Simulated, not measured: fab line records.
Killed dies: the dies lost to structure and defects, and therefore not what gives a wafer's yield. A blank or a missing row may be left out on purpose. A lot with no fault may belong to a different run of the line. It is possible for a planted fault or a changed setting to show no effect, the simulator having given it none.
Chamber matching || flow n5 finfet || N5_BEOL_M10_STRIP_36 on rie diel-01: 4 sister chambers
The step strips in N2/H2. 7 wafers are shown with their chamber, then 7 later ones without.

== WAFERS, EACH WITH ITS CHAMBER ==
{"wafer": "L087.4", "chamber": 2, "drypump motor current A (A)": 6.1, "showerhead plenum p Torr (Torr)": 2.66}
{"wafer": "L087.5", "chamber": 0, "drypump motor current A (A)": 5.2, "showerhead plenum p Torr (Torr)": 2.66}
{"wafer": "L091.1", "chamber": 0, "drypump motor current A (A)": 5.3, "showerhead plenum p Torr (Torr)": 2.66}
{"wafer": "L091.3", "chamber": 3, "drypump motor current A (A)": 5.7, "showerhead plenum p Torr (Torr)": 2.46}
{"wafer": "L091.6", "chamber": 2, "drypump motor current A (A)": 6.1, "showerhead plenum p Torr (Torr)": 2.66}
{"wafer": "L094.1", "chamber": 3, "drypump motor current A (A)": 5.7, "showerhead plenum p Torr (Torr)": 2.45}
{"wafer": "L094.2", "chamber": 1, "drypump motor current A (A)": 5.9, "showerhead plenum p Torr (Torr)": 2.59}

== WAFERS MISSING THEIR CHAMBER ==
{"wafer": "L094.3", "drypump motor current A (A)": 6.1, "showerhead plenum p Torr (Torr)": 2.66}
{"wafer": "L095.2", "drypump motor current A (A)": 5.9, "showerhead plenum p Torr (Torr)": 2.59}
{"wafer": "L095.3", "drypump motor current A (A)": 5.7, "showerhead plenum p Torr (Torr)": 2.46}
{"wafer": "L095.6", "drypump motor current A (A)": 5.9, "showerhead plenum p Torr (Torr)": 2.59}
{"wafer": "L096.4", "drypump motor current A (A)": 5.3, "showerhead plenum p Torr (Torr)": 2.65}
{"wafer": "L096.5", "drypump motor current A (A)": 6.1, "showerhead plenum p Torr (Torr)": 2.65}
{"wafer": "L096.6", "drypump motor current A (A)": 5.9, "showerhead plenum p Torr (Torr)": 2.59}

== CHAMBER TAKEN BY EACH ==
{"wafer": "L094.3", "from the rows above": 2, "in truth": 2}
{"wafer": "L095.2", "from the rows above": 1, "in truth": 1}
{"wafer": "L095.3", "from the rows above": 3, "in truth": 3}
{"wafer": "L095.6", "from the rows above": 1, "in truth": 1}
{"wafer": "L096.4", "from the rows above": 0, "in truth": 0}
{"wafer": "L096.5", "from the rows above": 2, "in truth": 2}
{"wafer": "L096.6", "from the rows above": 1, "in truth": 1}
7 of 7 placed correctly. Can't be placed from these rows: 0. 0 placed wrongly.
How it was worked out, from the rows above alone: a wafer's distance from a chamber is the root of the sum, over the readings, of the square of ((its reading less the chamber's mean) divided by the reading's scatter). If the next closest chamber is less than 2 further off than the closest, the wafer can't be placed; otherwise it belongs to the closest. Each chamber's mean is taken over the wafers shown for it. The scatter: the root of (the sum of the squares of (reading less its chamber's mean) over the shown wafers, divided by (wafers less chambers)).
